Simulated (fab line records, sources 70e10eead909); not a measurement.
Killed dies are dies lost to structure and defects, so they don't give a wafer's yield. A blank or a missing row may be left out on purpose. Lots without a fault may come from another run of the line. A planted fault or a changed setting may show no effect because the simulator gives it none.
Chamber matching | flow nand_harc | NHARC_P_CONTACT_DEP_30 on pecvd-01: 3 sister chambers
The step deposits SiNx, target thk 30 nm. 6 wafers are shown with their chamber, then 7 later ones without.

WAFERS WITH THEIR CHAMBER
wafer  | chamber | heater_power_w (W)
L089.5 | 0       | 656
L090.2 | 0       | 639
L090.4 | 1       | 742
L090.5 | 2       | 727
L091.2 | 1       | 669
L091.3 | 2       | 726

WAFERS WITHOUT THEIR CHAMBER
wafer  | heater_power_w (W)
L091.4 | 746
L092.2 | 646
L092.4 | 809
L092.6 | 744
L097.1 | 849
L097.3 | 587
L097.5 | 602

WHICH CHAMBER EACH WENT THROUGH
wafer  | from the rows above     | in truth
L091.4 | can't be placed: 2 or 1 | 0
L092.2 | can't be placed: 0 or 1 | 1
L092.4 | can't be placed: 2 or 1 | 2
L092.6 | can't be placed: 2 or 1 | 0
L097.1 | can't be placed: 2 or 1 | 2
L097.3 | can't be placed: 0 or 1 | 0
L097.5 | can't be placed: 0 or 1 | 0
Placed correctly: 0 of 7. Can't be placed from these rows: 7 (the true chamber is among the candidates in 5). Placed wrongly: 0.
How it was worked out, from the rows above alone: a wafer's distance from a chamber is the root of the sum, over the readings, of the square of ((its reading less the chamber's mean) divided by the reading's scatter). The wafer belongs to the nearest chamber; if the next one is less than 2 further off, it can't be placed. A chamber's mean is the mean of its shown wafers. The scatter: the root of (the sum of the squares of (reading less its chamber's mean) over the shown wafers, divided by (wafers less chambers)).
